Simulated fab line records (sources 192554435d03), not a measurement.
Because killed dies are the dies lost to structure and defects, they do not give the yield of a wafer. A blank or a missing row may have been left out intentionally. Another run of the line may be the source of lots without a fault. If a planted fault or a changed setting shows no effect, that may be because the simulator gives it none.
Which tool did it?	flow n5-finfet	Sampling: 24 lots, 72 wafers, 6 of 1938 route steps

WHAT EACH GAUGE READ, for each wafer
N5_BEOL_M2_OVL_MEAS_12.
lot	measured	on	M2_OVL (nm)
L074	day 6 11:26	overlay-01	-0.9 -0.9 -1.0
L075	day 6 19:04	overlay-02	-0.5 -0.1 -0.3
L077	day 7 02:03	overlay-01	-0.8 -0.4 -0.1
L076	day 7 05:50	overlay-01	-1.2 -0.3 0.0
L078	day 7 13:41	overlay-01	-0.8 -1.9 -0.2
L079	day 7 22:21	overlay-02	-0.2 0.0 0.0
L081	day 8 09:44	overlay-01	-0.7 -0.4 0.5
L082	day 8 09:54	overlay-02	-0.9 -0.4 -0.3
L080	day 8 09:58	overlay-02	-0.1 -0.7 -0.6
L083	day 8 23:49	overlay-02	-0.1 0.0 -0.4
L084	day 9 06:05	overlay-01	0.8 -1.2 -1.1
L085	day 9 07:49	overlay-01	0.2 0.7 1.0
L086	day 9 13:17	overlay-02	-0.6 0.9 0.6
L087	day 9 18:44	overlay-01	0.1 -0.4 0.8
L088	day 9 23:29	overlay-01	0.3 0.3 0.5
L089	day 10 04:04	overlay-02	0.4 0.4 -1.6
L090	day 10 17:53	overlay-02	-0.8 -1.1 -0.4
L092	day 10 23:28	overlay-02	-1.9 0.1 -1.4
L091	day 10 23:43	overlay-01	0.7 1.2 1.6
L093	day 11 00:52	overlay-01	-0.2 -0.2 0.1
L094	day 11 17:21	overlay-01	-0.3 -1.1 -1.5
L095	day 12 03:53	overlay-01	-0.1 0.3 -0.9
L096	day 12 05:00	overlay-01	-1.0 -0.4 -0.2
L097	day 12 16:22	overlay-02	0.4 -0.1 -0.5

N5_BEOL_M2_CD_MEAS_28: target cd 26.2 nm, target cd y 24.1 nm.
lot	measured	on	cd-nm (nm)
L074	day 6 12:16	cd-sem-01	26.03 25.92 26.06
L075	day 6 19:56	cd-sem-03	26.13 26.31 26.16
L077	day 7 03:10	cd-sem-01	26.16 26.01 26.42
L076	day 7 06:50	cd-sem-01	26.19 25.73 26.14
L078	day 7 14:32	cd-sem-03	26.19 25.61 25.99
L079	day 7 23:38	cd-sem-03	26.23 26.00 25.90
L081	day 8 10:44	cd-sem-03	26.02 25.83 26.03
L082	day 8 10:55	cd-sem-03	26.10 25.75 26.33
L080	day 8 10:59	cd-sem-02	25.65 25.81 26.21
L083	day 9 01:22	cd-sem-02	26.19 25.64 26.06
L084	day 9 06:56	cd-sem-01	26.43 26.35 26.03
L085	day 9 08:49	cd-sem-03	25.85 26.16 26.18
L086	day 9 14:15	cd-sem-03	25.89 26.49 26.22
L087	day 9 19:56	cd-sem-01	25.86 25.90 26.24
L088	day 10 00:27	cd-sem-03	26.19 26.50 26.39
L089	day 10 04:55	cd-sem-02	25.94 25.70 26.28
L090	day 10 18:58	cd-sem-01	26.38 26.29 26.59
L092	day 11 00:29	cd-sem-03	25.98 26.56 26.09
L091	day 11 00:43	cd-sem-02	26.20 26.43 26.18
L093	day 11 02:15	cd-sem-02	26.21 26.22 26.29
L094	day 11 18:41	cd-sem-01	26.39 26.57 26.33
L095	day 12 04:43	cd-sem-01	25.95 26.40 26.63
L096	day 12 05:55	cd-sem-03	26.09 26.28 26.19
L097	day 12 17:44	cd-sem-02	26.07 26.23 26.34

TOOL THAT RAN EACH LOT (tool first, then ch and the chambers of the sampled wafers, then the start)
lot	N5_BEOL_M1_PRE_CLEAN_60	N5_BEOL_M2_PECVD_72	N5_BEOL_M2_DESCUM_16	N5_BEOL_M2_ETCH_64
L074	cvd-co-01 ch 0,2, day 6 09:50	pecvd-01 ch 0,2, day 6 10:17	rie-diel-03 ch 2,3, day 6 11:31	rie-diel-03 ch 2,3, day 6 11:35
L075	cvd-co-01 ch 0,1,2, day 6 17:43	pecvd-02 ch 0,2, day 6 18:07	rie-diel-04 ch 0,2,3, day 6 19:10	rie-diel-04 ch 0,2,3, day 6 19:15
L077	cvd-co-01 ch 0,1,2, day 6 21:20	pecvd-03 ch 0,1, day 6 21:44	rie-diel-03 ch 0,2,3, day 7 02:24	rie-diel-03 ch 0,2,3, day 7 02:29
L076	cvd-co-02 ch 0,2, day 7 03:10	pecvd-02 ch 0,1,2, day 7 03:34	rie-diel-04 ch 0,1,3, day 7 06:03	rie-diel-04 ch 0,1,3, day 7 06:08
L078	cvd-co-01 ch 0,1,2, day 7 12:19	pecvd-03 ch 1,2, day 7 12:43	rie-diel-03 ch 0,1, day 7 13:46	rie-diel-03 ch 0,1, day 7 13:51
L079	cvd-co-01 ch 0,1,2, day 7 20:28	pecvd-03 ch 0,1,2, day 7 20:51	rie-diel-03 ch 1,3, day 7 22:45	rie-diel-03 ch 1,3, day 7 22:50
L081	cvd-co-02 ch 0,2, day 8 06:38	pecvd-02 ch 0,1,2, day 8 07:03	rie-diel-03 ch 1,2,3, day 8 09:49	rie-diel-03 ch 1,2,3, day 8 09:54
L082	cvd-co-02 ch 0,1,2, day 8 06:52	pecvd-01 ch 0,1,2, day 8 07:15	rie-diel-02 ch 0,2,3, day 8 09:59	rie-diel-02 ch 0,2,3, day 8 10:04
L080	cvd-co-01 ch 0,1,2, day 8 08:39	pecvd-01 ch 0,1,2, day 8 09:02	rie-diel-03 ch 1,2,3, day 8 10:04	rie-diel-03 ch 1,2,3, day 8 10:11
L083	cvd-co-01 ch 0,2, day 8 18:53	pecvd-03 ch 0,1, day 8 19:17	rie-diel-02 ch 0,1,3, day 8 23:54	rie-diel-02 ch 0,1,3, day 8 23:59
L084	cvd-co-02 ch 0,1,2, day 9 04:11	pecvd-01 ch 1,2, day 9 04:35	rie-diel-03 ch 0,1,2, day 9 06:10	rie-diel-03 ch 0,1,2, day 9 06:14
L085	cvd-co-01 ch 0,1,2, day 9 06:25	pecvd-01 ch 1,2, day 9 06:49	rie-diel-03 ch 0,1,2, day 9 07:56	rie-diel-03 ch 0,1,2, day 9 08:01
L086	cvd-co-01 ch 0,1,2, day 9 10:20	pecvd-03 ch 0,1,2, day 9 10:44	rie-diel-02 ch 0,2,3, day 9 13:22	rie-diel-02 ch 0,2,3, day 9 13:27
L087	cvd-co-01 ch 1,2, day 9 16:45	pecvd-01 ch 2, day 9 17:10	rie-diel-02 ch 0,2,3, day 9 18:53	rie-diel-02 ch 0,2,3, day 9 18:58
L088	cvd-co-01 ch 0,2, day 9 22:25	pecvd-02 ch 0,1,2, day 9 22:48	rie-diel-02 ch 0,1, day 9 23:34	rie-diel-02 ch 0,1, day 9 23:39
L089	cvd-co-01 ch 0,1,2, day 10 02:23	pecvd-03 ch 0,1,2, day 10 02:47	rie-diel-04 ch 0,2,3, day 10 04:10	rie-diel-04 ch 0,2,3, day 10 04:14
L090	cvd-co-02 ch 0,1,2, day 10 16:23	pecvd-01 ch 0,1, day 10 16:48	rie-diel-02 ch 0,2,3, day 10 18:05	rie-diel-02 ch 0,2,3, day 10 18:10
L092	cvd-co-02 ch 0,1,2, day 10 20:32	pecvd-02 ch 0,1,2, day 10 20:56	rie-diel-03 ch 1,2, day 10 23:32	rie-diel-03 ch 1,2, day 10 23:37
L091	cvd-co-02 ch 0,1,2, day 10 21:33	pecvd-03 ch 1,2, day 10 21:59	rie-diel-03 ch 1,3, day 10 23:51	rie-diel-03 ch 1,3, day 10 23:56
L093	cvd-co-02 ch 0,2, day 10 23:23	pecvd-01 ch 0,1, day 10 23:46	rie-diel-04 ch 1,2,3, day 11 01:14	rie-diel-04 ch 1,2,3, day 11 01:19
L094	cvd-co-02 ch 0,1,2, day 11 15:44	pecvd-01 ch 0,1,2, day 11 16:07	rie-diel-03 ch 1,3, day 11 17:46	rie-diel-03 ch 1,3, day 11 17:50
L095	cvd-co-01 ch 1,2, day 12 02:42	pecvd-01 ch 0,1,2, day 12 03:05	rie-diel-03 ch 0,1, day 12 03:58	rie-diel-03 ch 0,1, day 12 04:02
L096	cvd-co-01 ch 0,1,2, day 12 03:52	pecvd-01 ch 0,1,2, day 12 04:15	rie-diel-02 ch 1,2,3, day 12 05:08	rie-diel-02 ch 1,2,3, day 12 05:13
L097	cvd-co-02 ch 0,1, day 12 15:29	pecvd-02 ch 0,1,2, day 12 15:53	rie-diel-02 ch 1,2, day 12 16:44	rie-diel-02 ch 1,2, day 12 16:51
- N5_BEOL_M1_PRE_CLEAN_60: time 15 s.
- N5_BEOL_M2_PECVD_72: deposits SiO2 from TEOS/O2, target thk 16 nm, time 18 s.
- N5_BEOL_M2_DESCUM_16: chemistry O2, time 7 s.
- N5_BEOL_M2_ETCH_64: etches SOC in N2/H2, target depth 75 nm, overetch 22.5 nm, time 121.9 s.

AS READ BY THE TOOLS THEMSELVES (means over the sampled wafers that have a number; for cases with no such wafer, the mark the record gives instead)
N5_BEOL_M1_PRE_CLEAN_60.
lot	tool	heater-power-w (W)
L074	cvd-co-01	82
L075	cvd-co-01	82
L077	cvd-co-01	80
L076	cvd-co-02	66
L078	cvd-co-01	82
L079	cvd-co-01	81
L081	cvd-co-02	67
L082	cvd-co-02	86
L080	cvd-co-01	81
L083	cvd-co-01	83
L084	cvd-co-02	86
L085	cvd-co-01	82
L086	cvd-co-01	81
L087	cvd-co-01	80
L088	cvd-co-01	83
L089	cvd-co-01	81
L090	cvd-co-02	89
L092	cvd-co-02	86
L091	cvd-co-02	86
L093	cvd-co-02	66
L094	cvd-co-02	88
L095	cvd-co-01	83
L096	cvd-co-01	83
L097	cvd-co-02	107

N5_BEOL_M2_PECVD_72.
lot	tool	heater-power-w (W)	showerhead-plenum-p-Torr (Torr)	throttle-valve-pct (%)
L074	pecvd-01	689	8.86	23.0
L075	pecvd-02	646	8.79	24.1
L077	pecvd-03	726	8.84	22.0
L076	pecvd-02	668	8.79	23.2
L078	pecvd-03	746	8.85	21.5
L079	pecvd-03	698	8.80	21.7
L081	pecvd-02	673	8.79	23.1
L082	pecvd-01	683	8.85	23.8
L080	pecvd-01	689	8.86	23.9
L083	pecvd-03	789	8.84	22.2
L084	pecvd-01	674	8.84	25.1
L085	pecvd-01	623	8.82	25.3
L086	pecvd-03	670	8.81	21.9
L087	pecvd-01	566	8.83	25.3
L088	pecvd-02	707	8.79	23.4
L089	pecvd-03	755	8.81	21.7
L090	pecvd-01	729	8.87	23.0
L092	pecvd-02	700	8.79	23.3
L091	pecvd-03	720	8.87	21.6
L093	pecvd-01	723	8.86	22.9
L094	pecvd-01	712	8.84	22.8
L095	pecvd-01	680	8.85	22.8
L096	pecvd-01	678	8.85	22.9
L097	pecvd-02	728	8.79	23.1

N5_BEOL_M2_DESCUM_16.
lot	tool	drypump-motor-current-A (A)	oes-product-au (a.u.)	rf-vpp-V (V)	showerhead-plenum-p-Torr (Torr)	temp-c (C)	throttle-valve-pct (%)
L074	rie-diel-03	5.7	0.73	242.3	2.12	39.91	20.41
L075	rie-diel-04	5.4	0.69	242.6	2.06	40.01	20.54
L077	rie-diel-03	5.7	0.79	243.0	2.10	40.02	20.49
L076	rie-diel-04	5.7	0.71	243.2	2.09	39.96	20.63
L078	rie-diel-03	5.6	0.85	242.1	2.06	40.00	20.42
L079	rie-diel-03	5.3	0.80	243.4	2.09	40.05	20.28
L081	rie-diel-03	5.5	0.76	243.5	2.10	40.03	20.35
L082	rie-diel-02	5.2	0.82	242.8	2.08	40.11	20.47
L080	rie-diel-03	5.4	0.76	242.7	2.10	40.00	20.36
L083	rie-diel-02	5.6	0.87	244.0	2.08	39.91	20.32
L084	rie-diel-03	5.8	0.80	242.6	2.06	39.92	20.51
L085	rie-diel-03	5.7	0.80	242.4	2.06	40.03	20.52
L086	rie-diel-02	5.2	0.81	243.4	2.08	40.00	20.49
L087	rie-diel-02	5.2	0.81	243.9	2.08	39.97	20.50
L088	rie-diel-02	5.5	0.79	240.8	2.00	39.80	20.52
L089	rie-diel-04	5.4	0.92	242.5	2.05	39.93	20.21
L090	rie-diel-02	5.2	0.80	243.2	2.07	40.02	20.52
L092	rie-diel-03	5.7	0.72	242.6	2.06	39.96	20.46
L091	rie-diel-03	5.2	0.74	244.1	2.12	40.01	20.32
L093	rie-diel-04	5.8	0.83	243.4	2.09	40.06	20.44
L094	rie-diel-03	5.3	0.76	242.8	2.08	40.05	20.34
L095	rie-diel-03	5.8	0.83	241.9	2.05	40.04	20.62
L096	rie-diel-02	5.6	0.86	242.4	2.10	40.01	20.19
L097	rie-diel-02	5.6	0.83	242.2	2.03	40.00	20.21

N5_BEOL_M2_ETCH_64.
lot	tool	bias-w (W)	drypump-motor-current-A (A)	oes-product-au (a.u.)	rf-vpp-V (V)	showerhead-plenum-p-Torr (Torr)	temp-c (C)	throttle-valve-pct (%)
L074	rie-diel-03	149.5	5.6	0.55	524.0	2.57	39.90	17.9
L075	rie-diel-04	149.8	5.4	0.53	522.5	2.51	40.04	18.0
L077	rie-diel-03	149.9	5.7	0.60	524.4	2.56	40.03	17.9
L076	rie-diel-04	149.9	5.7	0.54	524.4	2.55	40.03	18.1
L078	rie-diel-03	150.1	5.6	0.65	521.5	2.48	39.96	17.6
L079	rie-diel-03	150.1	5.3	0.61	523.8	2.53	39.91	17.6
L081	rie-diel-03	149.5	5.5	0.58	524.1	2.55	39.90	17.8
L082	rie-diel-02	150.6	5.2	0.62	523.1	2.53	40.00	17.8
L080	rie-diel-03	150.2	5.5	0.58	524.0	2.55	40.02	17.7
L083	rie-diel-02	150.1	5.6	0.66	524.1	2.53	40.01	17.6
L084	rie-diel-03	149.9	5.7	0.61	522.6	2.49	39.98	17.8
L085	rie-diel-03	150.2	5.7	0.61	522.5	2.49	39.89	17.8
L086	rie-diel-02	150.1	5.2	0.61	523.0	2.52	39.88	17.8
L087	rie-diel-02	150.6	5.2	0.61	522.8	2.52	40.11	17.8
L088	rie-diel-02	150.5	5.5	0.59	520.6	2.43	40.02	17.9
L089	rie-diel-04	149.7	5.4	0.69	522.4	2.50	39.95	17.6
L090	rie-diel-02	149.9	5.2	0.61	523.4	2.52	39.94	17.8
L092	rie-diel-03	150.0	5.7	0.56	522.0	2.49	40.00	17.8
L091	rie-diel-03	150.0	5.2	0.57	525.4	2.58	40.01	17.8
L093	rie-diel-04	149.6	5.8	0.63	523.2	2.53	40.09	17.8
L094	rie-diel-03	149.9	5.3	0.59	523.2	2.52	39.82	17.7
L095	rie-diel-03	150.3	5.8	0.63	521.2	2.47	40.08	17.8
L096	rie-diel-02	149.9	5.6	0.65	524.1	2.54	40.05	17.5
L097	rie-diel-02	149.9	5.5	0.63	522.3	2.47	39.95	17.6

THE ANSWER, worked out from the rows above alone
Rule: what is usual is taken from the lots themselves. The widest of any qualifying gaps counts: lots, ordered by their means at a reading, are off when they make up no more than a third of the lots, leave a main group of 4 or more, and stand apart from it by 3 or more times the standard deviation of that group's means. Not used: any main group whose means are identical at the precision the tables above print for the reading. A lot without any number at a reading at which 4 lots or more have one is off too. The other lots that the step has rows for count as sound. Order of review: gauges by route order, followed by the tools' own readings, for which a lot's mean as printed above is used. The first step at which some lot is off is used, and at that step the reading that is off furthest; a lot without a number counts as furthest.
No lot is off on any of the readings shown, so nothing can be concluded from this.

WHAT THE SIMULATOR HAD PUT IN
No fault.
